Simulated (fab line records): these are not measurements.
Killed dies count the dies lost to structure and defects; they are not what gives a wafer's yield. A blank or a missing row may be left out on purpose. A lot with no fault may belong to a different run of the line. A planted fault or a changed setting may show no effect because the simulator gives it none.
fab line records	flow nandHarc
[record] lots = 24	wafers = 72	lastDay = 32
route steps=1302 shown P_STI@85 P_CONTACT@248 P_M2@329
lots with no fault: from the same line, run without faults
startH: hours from the record's opening day to when the first of the lot's shown wafers began	waitH: hours since the lot's step before	" same as the row above	L1.1+2: one row covering several wafers at once	- value missing, or start not given	* or withheld: withheld	< > ~ a bound
route shown NAME@n: NAME is a module with steps in the file, n the number in the route of the first one	usual: mean/standard deviation of fault-free wafers	same: alike in all rows	chamber/n: place in a boat	sites: per-site readings	_std_site: standard deviation of those values	_edge_site: mean of outer sites minus mean of inner sites	radiusMm: how far each site lies from the wafer's centre	mask NAME#n: copy n	behind: the most recent tool/chamber to have shaped the wafer	hold: what put the lot on hold/how long, in hours/how the hold closed	device: the transistor (n, p or np) that didn't switch	end of line: the tests these same wafers got at the end of their route	step lacking rows: just its recipe	killed: not the wafer's yield, but the dies lost to structure and defects at the first sort	map: shows each die of a wafer: x if killed, . if not, _ if none is there
set.NAME: setting as actually run; set.NAME@STEP: the setting as run at that earlier step	model.NAME: the simulator's own value behind a step, which no gauge read
a sample of lots followed through the steps of the route, with each step as a table and each wafer as a row
services: from which hour (startH, from the record's first day; less than 0 if before it) a tool's chamber was out of use, for how many hours, and why
[[steps]]
[step NHARC_P_STI_INSPECT_11]
[usual] rawDefectCount = 6/3.1
lot.wafer	tool	chamber	startH	waitH	rawDefectCount
L074.2	defectInspect-02	-	26.64	0.0	5
L074.3	"	-	"	"	15
L074.6	"	-	"	"	12
L075.3	defectInspect-01	-	32.22	0.0	5
L075.5	"	-	"	"	7
L075.6	"	-	"	"	2
L076.2	defectInspect-01	-	38.60	0.0	5
L076.4	"	-	"	"	7
L076.5	"	-	"	"	7
L077.3	defectInspect-01	-	54.03	0.0	2
L077.4	"	-	"	"	4
L077.5	"	-	"	"	7
L078.1	defectInspect-02	-	60.57	0.0	7
L078.4	"	-	"	"	10
L078.6	"	-	"	"	5
L079.2	defectInspect-01	-	68.46	0.0	5
L079.3	"	-	"	"	6
L079.6	"	-	"	"	11
L080.1	defectInspect-02	-	78.99	0.0	3
L080.3	"	-	"	"	7
L080.5	"	-	"	"	5
L081.1	defectInspect-01	-	90.57	0.0	9
L081.4	"	-	"	"	3
L081.6	"	-	"	"	3
L082.2	defectInspect-01	-	99.09	0.0	6
L082.3	"	-	"	"	8
L082.4	"	-	"	"	6
L083.1	defectInspect-02	-	115.02	0.0	8
L083.2	"	-	"	"	5
L083.6	"	-	"	"	9
L084.1	defectInspect-01	-	121.19	0.0	6
L084.2	"	-	"	"	1
L084.4	"	-	"	"	4
L085.1	defectInspect-02	-	128.83	0.0	3
L085.3	"	-	"	"	13
L085.6	"	-	"	"	8
L086.2	defectInspect-02	-	138.31	0.0	7
L086.3	"	-	"	"	7
L086.6	"	-	"	"	11
L087.1	defectInspect-02	-	149.69	0.0	2
L087.2	"	-	"	"	5
L087.3	"	-	"	"	2
L088.2	defectInspect-02	-	160.71	0.0	6
L088.4	"	-	"	"	5
L088.5	"	-	"	"	4
L089.3	defectInspect-02	-	170.08	0.0	5
L089.4	"	-	"	"	6
L089.6	"	-	"	"	5
L090.3	defectInspect-01	-	181.30	0.0	1
L090.4	"	-	"	"	2
L090.6	"	-	"	"	4
L091.1	defectInspect-02	-	190.48	0.0	4
L091.5	"	-	"	"	5
L091.6	"	-	"	"	7
L092.3	defectInspect-01	-	200.62	0.0	9
L092.5	"	-	"	"	3
L092.6	"	-	"	"	4
L093.2	defectInspect-02	-	210.45	0.0	6
L093.3	"	-	"	"	9
L093.4	"	-	"	"	8
L094.4	defectInspect-01	-	221.01	0.0	13
L094.5	"	-	"	"	3
L094.6	"	-	"	"	8
L095.2	defectInspect-01	-	233.04	0.0	7
L095.4	"	-	"	"	9
L095.5	"	-	"	"	4
L096.1	defectInspect-01	-	241.66	0.0	3
L096.2	"	-	"	"	3
L096.4	"	-	"	"	10
L097.1	defectInspect-02	-	248.03	0.0	4
L097.2	"	-	"	"	11
L097.3	"	-	"	"	3
[step NHARC_P_CONTACT_CVD_23]
[recipe] targetThkA = 2000	tempC = 300	pressureTorr = 40	wf6FlowSccm = 40	h2FlowSccm = 1600	arFlowSccm = 1560	timeS = 557	material = W
[usual] heaterPowerW = 434/24	mfcH2Sccm = 1599/4.5	mfcWf6Sccm = 40.02/0.12	throttleValvePct = 7.86/0.26
lot.wafer	tool	chamber	startH	waitH	heaterPowerW	mfcH2Sccm	mfcWf6Sccm	throttleValvePct
L074.2	cvdW-01	1	-	-	445	1597	40.14	7.69
L074.3	"	1	"	"	448	1601	40.01	7.90
L074.6	"	0	"	"	441	1599	40.00	7.81
L075.3	cvdW-01	0	-	-	439	1595	39.89	7.80
L075.5	"	0	"	"	447	1597	40.04	7.67
L075.6	"	1	"	"	444	1599	40.08	7.52
L076.2	cvdW-02	1	-	-	438	1595	40.10	7.99
L076.4	"	1	"	"	439	1598	39.92	7.86
L076.5	"	0	"	"	400	1604	40.06	7.89
L078.1	cvdW-02	1	-	-	445	1602	39.99	7.76
L078.4	"	1	"	"	450	1595	40.13	8.06
L078.6	"	0	"	"	392	1593	39.88	7.93
L079.2	cvdW-02	0	-	-	404	1599	40.03	8.00
L079.3	"	0	"	"	386	1604	40.15	7.83
L079.6	"	0	"	"	395	1601	39.80	7.93
L077.4	cvdW-02	0	-	-	389	1594	39.92	8.19
L077.3	"	1	"	"	448	1600	39.98	7.65
L077.5	"	1	"	"	460	1599	39.88	7.86
L080.1	cvdW-02	1	-	-	437	1599	40.01	7.83
L080.3	"	1	"	"	446	1598	39.90	8.04
L080.5	"	0	"	"	390	1604	39.96	7.94
L081.1	cvdW-02	1	-	-	449	1602	40.13	8.03
L081.4	"	1	"	"	435	1603	40.03	7.94
L081.6	"	0	"	"	396	1602	40.00	8.02
L082.2	cvdW-02	1	-	-	455	1603	40.06	7.96
L082.3	"	1	"	"	454	1594	39.96	7.82
L082.4	"	0	"	"	399	1594	39.98	8.31
L083.1	cvdW-01	0	-	-	447	1600	39.93	7.64
L083.2	"	1	"	"	453	1600	40.06	7.85
L083.6	"	0	"	"	455	1604	40.00	7.88
L084.2	cvdW-02	1	-	-	440	1606	40.03	7.94
L084.1	"	0	"	"	403	1597	40.08	8.05
L084.4	"	0	"	"	388	1601	39.94	8.27
L085.1	cvdW-01	0	-	-	459	1605	40.04	7.57
L085.3	"	0	"	"	447	1607	39.96	7.70
L085.6	"	1	"	"	459	1598	39.96	7.75
L086.2	cvdW-01	1	-	-	460	1596	40.24	7.81
L086.3	"	1	"	"	452	1600	40.32	7.34
L086.6	"	1	"	"	453	1595	40.19	7.57
L087.2	cvdW-01	0	-	-	456	1593	40.20	7.88
L087.1	"	1	"	"	444	1604	39.97	7.67
L087.3	"	0	"	"	445	1596	40.43	7.67
L088.2	cvdW-01	0	-	-	456	1601	39.92	7.54
L088.4	"	0	"	"	450	1600	39.97	7.65
L088.5	"	0	"	"	454	1589	40.10	7.52
L089.4	cvdW-02	1	-	-	460	1599	39.93	8.13
L089.3	"	0	"	"	410	1600	39.99	8.29
L089.6	"	1	"	"	457	1601	40.18	8.32
L090.4	cvdW-02	1	-	-	425	1598	40.07	8.10
L090.3	"	0	"	"	412	1597	39.95	8.28
L090.6	"	1	"	"	414	1605	39.89	8.03
L091.1	cvdW-02	0	-	-	406	1596	40.05	8.06
L091.5	"	1	"	"	428	1594	39.86	7.99
L091.6	"	0	"	"	406	1596	40.03	8.27
L092.3	cvdW-01	1	-	-	452	1598	40.11	7.56
L092.6	"	1	"	"	444	1595	40.08	7.45
L092.5	"	0	"	"	451	1597	39.86	7.41
L094.4	cvdW-02	1	-	-	422	1598	40.14	8.17
L094.5	"	0	"	"	407	1597	39.96	8.31
L094.6	"	1	"	"	428	1601	40.24	7.82
L093.2	cvdW-01	0	-	-	457	1608	40.04	7.45
L093.4	"	0	"	"	454	1601	40.04	7.47
L093.3	"	1	"	"	452	1612	39.96	7.69
L095.2	cvdW-01	0	-	-	470	1599	40.16	7.51
L095.4	"	0	"	"	457	1597	40.07	7.59
L095.5	"	1	"	"	444	1598	40.17	7.97
L096.1	cvdW-01	0	-	-	453	1602	39.98	7.81
L096.2	"	1	"	"	454	1591	40.25	7.61
L096.4	"	1	"	"	441	1592	40.18	7.48
L097.1	cvdW-02	0	-	-	418	1597	40.18	7.97
L097.2	"	0	"	"	414	1595	40.04	8.20
L097.3	"	0	"	"	410	1589	40.09	8.49
[step NHARC_P_M2_OVL_MEAS_10]
[recipe] pitchNm = 340
[usual] overlayXNm = 0.4/0.8	overlayYNm = 0.1/0.72
lot.wafer	tool	chamber	startH	waitH	overlayXNm	overlayYNm
L074.2	overlay-02	-	110.96	-	-0.4	-0.7
L074.3	"	-	"	"	0.0	-1.0
L074.6	"	-	"	"	-1.1	-0.2
L075.3	overlay-01	-	114.92	-	0.7	0.3
L075.5	"	-	"	"	1.2	0.9
L075.6	"	-	"	"	0.5	0.7
L076.2	overlay-01	-	124.66	-	1.2	-0.6
L076.4	"	-	"	"	1.6	-0.3
L076.5	"	-	"	"	1.9	-0.7
L078.1	overlay-02	-	146.28	-	-0.8	-1.0
L078.4	"	-	"	"	-0.1	-1.6
L078.6	"	-	"	"	-0.2	-1.6
L079.2	overlay-02	-	152.38	-	-1.2	0.9
L079.3	"	-	"	"	-1.1	0.9
L079.6	"	-	"	"	-1.3	0.8
L077.3	overlay-02	-	163.73	-	0.7	0.0
L077.4	"	-	"	"	0.8	-0.2
L077.5	"	-	"	"	0.8	-0.8
L080.1	overlay-02	-	169.06	-	-0.7	-0.1
L080.3	"	-	"	"	-0.1	-0.3
L080.5	"	-	"	"	-0.5	-0.2
L081.1	overlay-02	-	181.93	-	0.3	-0.7
L081.4	"	-	"	"	0.7	-0.7
L081.6	"	-	"	"	1.0	-0.2
L082.2	overlay-02	-	182.68	-	0.5	1.5
L082.3	"	-	"	"	1.2	0.5
L082.4	"	-	"	"	0.9	0.9
L083.1	overlay-01	-	203.89	-	1.4	-0.5
L083.2	"	-	"	"	1.4	-0.9
L083.6	"	-	"	"	1.7	-1.1
L084.1	overlay-02	-	209.72	-	0.8	-0.8
L084.2	"	-	"	"	0.7	-1.0
L084.4	"	-	"	"	1.0	-1.0
L085.1	overlay-02	-	213.31	-	0.9	0.8
L085.3	"	-	"	"	0.4	0.7
L085.6	"	-	"	"	0.0	0.9
L086.2	overlay-01	-	227.50	-	-0.2	0.7
L086.3	"	-	"	"	0.4	0.9
L086.6	"	-	"	"	0.6	1.4
L087.1	overlay-02	-	235.32	-	0.0	0.3
L087.2	"	-	"	"	0.4	1.0
L087.3	"	-	"	"	0.1	0.8
L088.2	overlay-01	-	247.76	-	1.5	0.6
L088.4	"	-	"	"	1.6	0.5
L088.5	"	-	"	"	1.7	0.4
L089.3	overlay-01	-	251.51	-	-0.1	0.4
L089.4	"	-	"	"	0.1	0.3
L089.6	"	-	"	"	0.1	-0.1
L090.3	overlay-02	-	268.19	-	1.0	-0.2
L090.4	"	-	"	"	0.8	0.1
L090.6	"	-	"	"	1.3	-0.3
L091.1	overlay-01	-	283.37	-	0.3	-0.5
L091.5	"	-	"	"	-0.3	-1.3
L091.6	"	-	"	"	-0.5	-0.6
L092.3	overlay-02	-	288.75	-	-0.2	1.1
L092.5	"	-	"	"	-0.4	1.7
L092.6	"	-	"	"	0.1	0.8
L094.4	overlay-01	-	303.76	-	0.7	0.1
L094.5	"	-	"	"	0.8	-0.3
L094.6	"	-	"	"	1.0	0.0
L093.2	overlay-01	-	303.93	-	0.5	0.4
L093.3	"	-	"	"	0.8	1.2
L093.4	"	-	"	"	0.7	0.8
L095.2	overlay-01	-	321.58	-	-0.4	0.3
L095.4	"	-	"	"	-0.6	0.0
L095.5	"	-	"	"	-0.4	0.4
L096.1	overlay-01	-	326.43	-	-0.7	0.6
L096.2	"	-	"	"	-1.1	-0.2
L096.4	"	-	"	"	-0.4	0.4
L097.1	overlay-02	-	333.70	-	0.9	0.3
L097.2	"	-	"	"	0.7	-0.4
L097.3	"	-	"	"	0.8	0.2
[step NHARC_P_M2_ETCH_15]
[recipe] targetDepthA = 1825	timeS = 91.2	c4f8FlowSccm = withheld	arFlowSccm = 400	rfW = 600	biasW = 300	chemistry = C4F8/Ar
[usual] oesProductAu = 0.950/0.025	rfVppV = 440.3/2.2
lot.wafer	tool	chamber	startH	waitH	oesProductAu	rfHoursCounterH	rfVppV
L074.3	rieDiel-04	1	-	-	0.943	6.1	439.4
L074.2	"	2	"	"	0.955	5.8	436.8
L074.6	"	1	"	"	0.940	-	438.8
L075.3	rieDiel-05	0	-	-	0.906	5.3	439.1
L075.6	"	2	"	"	0.931	-	444.2
L075.5	"	3	"	"	0.906	-	442.7
L076.2	rieDiel-04	0	-	-	0.958	6.5	440.7
L076.4	"	2	"	"	0.990	6.3	439.0
L076.5	"	0	"	"	0.964	-	441.9
L078.4	rieDiel-04	3	-	-	0.959	7.3	437.4
L078.1	"	0	"	"	0.958	7.4	440.2
L078.6	"	2	"	"	0.966	-	438.7
L079.3	rieDiel-04	0	-	-	0.915	7.6	440.7
L079.2	"	2	"	"	0.932	7.0	437.9
L079.6	"	0	"	"	0.922	-	442.1
L077.4	rieDiel-04	2	-	-	0.984	0.0	437.0
L077.3	"	3	"	"	0.980	0.0	439.2
L077.5	"	2	"	"	0.989	-	438.2
L080.3	rieDiel-05	0	-	-	0.921	7.7	438.6
L080.1	"	3	"	"	0.912	6.6	441.6
L080.5	"	1	"	"	0.932	-	441.8
L081.1	rieDiel-04	3	-	-	0.973	1.2	438.5
L081.4	"	3	"	"	0.972	-	439.3
L081.6	"	1	"	"	0.973	-	437.6
L082.3	rieDiel-04	2	-	-	0.982	1.4	439.2
L082.2	"	3	"	"	0.980	1.3	437.9
L082.4	"	1	"	"	0.979	-	439.4
L083.2	rieDiel-04	1	-	-	0.975	2.1	437.4
L083.1	"	3	"	"	0.962	2.5	438.2
L083.6	"	1	"	"	0.976	-	438.9
L084.4	rieDiel-03	0	-	-	0.922	6.3	443.0
L084.2	"	1	"	"	0.938	5.8	446.0
L084.1	"	2	"	"	0.924	6.5	440.2
L085.1	rieDiel-04	2	-	-	0.940	3.1	438.3
L085.3	"	3	"	"	0.945	3.0	438.8
L085.6	"	2	"	"	0.953	-	438.5
L086.3	rieDiel-04	2	-	-	0.982	3.8	437.4
L086.2	"	3	"	"	0.986	3.9	438.7
L086.6	"	2	"	"	0.991	-	437.5
L087.3	rieDiel-04	3	-	-	0.974	4.0	439.0
L087.1	"	0	"	"	0.980	2.7	440.8
L087.2	"	1	"	"	0.971	3.4	439.6
L088.2	rieDiel-03	1	-	-	0.924	8.0	445.4
L088.4	"	3	"	"	0.924	8.4	441.0
L088.5	"	1	"	"	0.927	-	446.1
L089.4	rieDiel-05	0	-	-	0.926	0.6	439.5
L089.3	"	2	"	"	0.914	1.4	444.0
L089.6	"	1	"	"	0.926	-	443.2
L090.3	rieDiel-05	1	-	-	0.923	3.0	444.0
L090.4	"	2	"	"	0.920	2.5	442.4
L090.6	"	2	"	"	0.923	-	443.7
L091.1	rieDiel-04	2	-	-	0.964	5.6	438.3
L091.5	"	3	"	"	0.953	-	439.2
L091.6	"	0	"	"	0.983	-	440.6
L092.3	rieDiel-04	0	-	-	0.929	4.7	442.2
L092.6	"	3	"	"	0.925	-	437.3
L092.5	"	0	"	"	0.932	-	442.0
L094.4	rieDiel-04	3	-	-	0.980	6.7	439.5
L094.5	"	3	"	"	0.985	-	439.6
L094.6	"	0	"	"	0.992	-	441.6
L093.2	rieDiel-05	0	-	-	0.922	6.0	438.6
L093.3	"	1	"	"	0.923	5.6	442.7
L093.4	"	2	"	"	0.931	-	443.3
L095.4	rieDiel-03	0	-	-	0.911	2.1	445.2
L095.2	"	1	"	"	0.944	2.4	444.0
L095.5	"	0	"	"	0.917	-	442.8
L096.1	rieDiel-04	0	-	-	0.984	6.3	441.0
L096.4	"	1	"	"	0.955	6.7	440.6
L096.2	"	2	"	"	0.972	7.2	437.4
L097.1	rieDiel-03	1	-	-	0.967	2.7	444.1
L097.2	"	2	"	"	0.974	2.2	442.1
L097.3	"	3	"	"	0.978	1.9	440.7
[step NHARC_P_M2_CD_MEAS_16]
[usual] cdNm = 169.9/0.83
lot.wafer	tool	chamber	startH	waitH	cdNm
L074.2	cdSem-02	-	111.41	-	169.8
L074.3	"	-	"	"	170.3
L074.6	"	-	"	"	170.0
L075.3	cdSem-03	-	115.32	-	170.9
L075.5	"	-	"	"	168.6
L075.6	"	-	"	"	168.6
L076.2	cdSem-03	-	125.06	-	169.0
L076.4	"	-	"	"	168.4
L076.5	"	-	"	"	169.2
L078.1	cdSem-03	-	146.68	-	168.5
L078.4	"	-	"	"	168.3
L078.6	"	-	"	"	168.5
L079.2	cdSem-02	-	152.79	-	170.6
L079.3	"	-	"	"	170.9
L079.6	"	-	"	"	169.7
L077.3	cdSem-01	-	164.13	-	169.0
L077.4	"	-	"	"	169.8
L077.5	"	-	"	"	170.1
L080.1	cdSem-02	-	169.48	-	169.5
L080.3	"	-	"	"	169.7
L080.5	"	-	"	"	168.7
L081.1	cdSem-03	-	182.38	-	170.5
L081.4	"	-	"	"	170.5
L081.6	"	-	"	"	169.4
L082.2	cdSem-03	-	183.13	-	169.6
L082.3	"	-	"	"	170.2
L082.4	"	-	"	"	170.6
L083.1	cdSem-01	-	204.29	-	169.5
L083.2	"	-	"	"	170.1
L083.6	"	-	"	"	171.3
L084.1	cdSem-02	-	210.14	-	170.0
L084.2	"	-	"	"	170.6
L084.4	"	-	"	"	171.4
L085.1	cdSem-02	-	213.71	-	170.1
L085.3	"	-	"	"	170.4
L085.6	"	-	"	"	169.8
L086.2	cdSem-02	-	227.90	-	169.7
L086.3	"	-	"	"	170.1
L086.6	"	-	"	"	169.8
L087.1	cdSem-02	-	235.72	-	169.2
L087.2	"	-	"	"	169.1
L087.3	"	-	"	"	169.1
L088.2	cdSem-02	-	248.17	-	169.8
L088.4	"	-	"	"	169.1
L088.5	"	-	"	"	169.5
L089.3	cdSem-02	-	251.92	-	171.1
L089.4	"	-	"	"	167.7
L089.6	"	-	"	"	169.5
L090.3	cdSem-01	-	268.60	-	168.8
L090.4	"	-	"	"	170.1
L090.6	"	-	"	"	170.1
L091.1	cdSem-01	-	283.78	-	169.1
L091.5	"	-	"	"	169.7
L091.6	"	-	"	"	169.7
L092.3	cdSem-03	-	289.33	-	169.7
L092.5	"	-	"	"	171.9
L092.6	"	-	"	"	170.7
L094.4	cdSem-01	-	304.17	-	171.0
L094.5	"	-	"	"	169.9
L094.6	"	-	"	"	169.7
L093.2	cdSem-03	-	304.38	-	169.1
L093.3	"	-	"	"	170.2
L093.4	"	-	"	"	170.9
L095.2	cdSem-03	-	321.98	-	170.5
L095.4	"	-	"	"	168.2
L095.5	"	-	"	"	168.9
L096.1	cdSem-03	-	326.85	-	169.9
L096.2	"	-	"	"	170.5
L096.4	"	-	"	"	170.1
L097.1	cdSem-02	-	334.10	-	169.8
L097.2	"	-	"	"	170.1
L097.3	"	-	"	"	169.5
[step NHARC_P_M2_PRE_CLEAN_30]
[recipe] timeS = 30	tempC = 280	gas = H2/He
[usual] heaterPowerW = 391/41
lot.wafer	tool	chamber	startH	waitH	heaterPowerW
L074.3	pvdSputter-03	-	-	-	359
L074.2	"	-	"	"	372
L074.6	"	-	"	"	407
L075.3	pvdSputter-03	-	-	-	378
L075.6	"	-	"	"	355
L075.5	"	-	"	"	424
L076.2	pvdSputter-01	-	-	-	352
L076.4	"	-	"	"	443
L076.5	"	-	"	"	341
L078.4	pvdSputter-02	-	-	-	376
L078.1	"	-	"	"	460
L078.6	"	-	"	"	361
L079.3	pvdSputter-02	-	-	-	374
L079.2	"	-	"	"	377
L079.6	"	-	"	"	369
L077.3	pvdSputter-03	-	-	-	361
L077.4	"	-	"	"	407
L077.5	"	-	"	"	359
L080.1	pvdSputter-02	-	-	-	384
L080.3	"	-	"	"	367
L080.5	"	-	"	"	485
L081.4	pvdSputter-01	-	-	-	435
L081.1	"	-	"	"	351
L081.6	"	-	"	"	425
L082.3	pvdSputter-02	-	-	-	452
L082.2	"	-	"	"	372
L082.4	"	-	"	"	382
L083.1	pvdSputter-03	-	-	-	354
L083.2	"	-	"	"	407
L083.6	"	-	"	"	363
L084.2	pvdSputter-03	-	-	-	350
L084.1	"	-	"	"	405
L084.4	"	-	"	"	361
L085.3	pvdSputter-01	-	-	-	367
L085.1	"	-	"	"	437
L085.6	"	-	"	"	359
L086.3	pvdSputter-03	-	-	-	360
L086.2	"	-	"	"	417
L086.6	"	-	"	"	364
L087.1	pvdSputter-03	-	-	-	357
L087.2	"	-	"	"	411
L087.3	"	-	"	"	356
L088.4	pvdSputter-01	-	-	-	326
L088.2	"	-	"	"	369
L088.5	"	-	"	"	441
L089.3	pvdSputter-03	-	-	-	360
L089.4	"	-	"	"	355
L089.6	"	-	"	"	355
L090.4	pvdSputter-02	-	-	-	450
L090.3	"	-	"	"	373
L090.6	"	-	"	"	468
L091.1	pvdSputter-02	-	-	-	470
L091.5	"	-	"	"	366
L091.6	"	-	"	"	478
L092.3	pvdSputter-02	-	-	-	377
L092.6	"	-	"	"	371
L092.5	"	-	"	"	375
L094.4	pvdSputter-03	-	-	-	364
L094.5	"	-	"	"	359
L094.6	"	-	"	"	404
L093.3	pvdSputter-02	-	-	-	446
L093.2	"	-	"	"	371
L093.4	"	-	"	"	365
L095.4	pvdSputter-03	-	-	-	362
L095.2	"	-	"	"	410
L095.5	"	-	"	"	373
L096.1	pvdSputter-01	-	-	-	376
L096.4	"	-	"	"	364
L096.2	"	-	"	"	326
L097.2	pvdSputter-02	-	-	-	372
L097.1	"	-	"	"	482
L097.3	"	-	"	"	447
[[services]]
tool	chamber	startH	hours	kind
cvdW-02	1	78.30	10.8	repair
pvdSputter-02	-	80.00	10.0	pm
rieDiel-04	3	105.48	8.1	repair
pvdSputter-03	-	112.69	1.2	repair
pvdSputter-03	-	146.00	10.0	pm
rieDiel-04	-	153.90	9.0	pm
cvdW-01	-	161.00	13.0	pm
rieDiel-04	0	175.26	10.0	repair
pvdSputter-02	-	201.45	2.2	repair
pvdSputter-01	-	202.00	10.0	pm
rieDiel-05	-	205.60	9.0	pm
cvdW-02	0	215.70	13.7	repair
cvdW-02	-	217.75	1.3	repair
pvdSputter-01	-	226.79	2.2	repair
cvdW-01	-	227.59	1.9	repair
rieDiel-04	-	230.46	1.1	repair
cvdW-02	-	233.20	0.2	repair
rieDiel-05	0	233.95	4.3	repair
cvdW-02	-	245.00	13.0	pm
pvdSputter-03	-	254.03	1.7	repair
pvdSputter-02	-	258.00	10.0	pm
cvdW-02	1	307.91	17.4	repair
pvdSputter-03	-	324.00	10.0	pm
rieDiel-04	-	330.90	9.0	pm
[[key]]
fault none
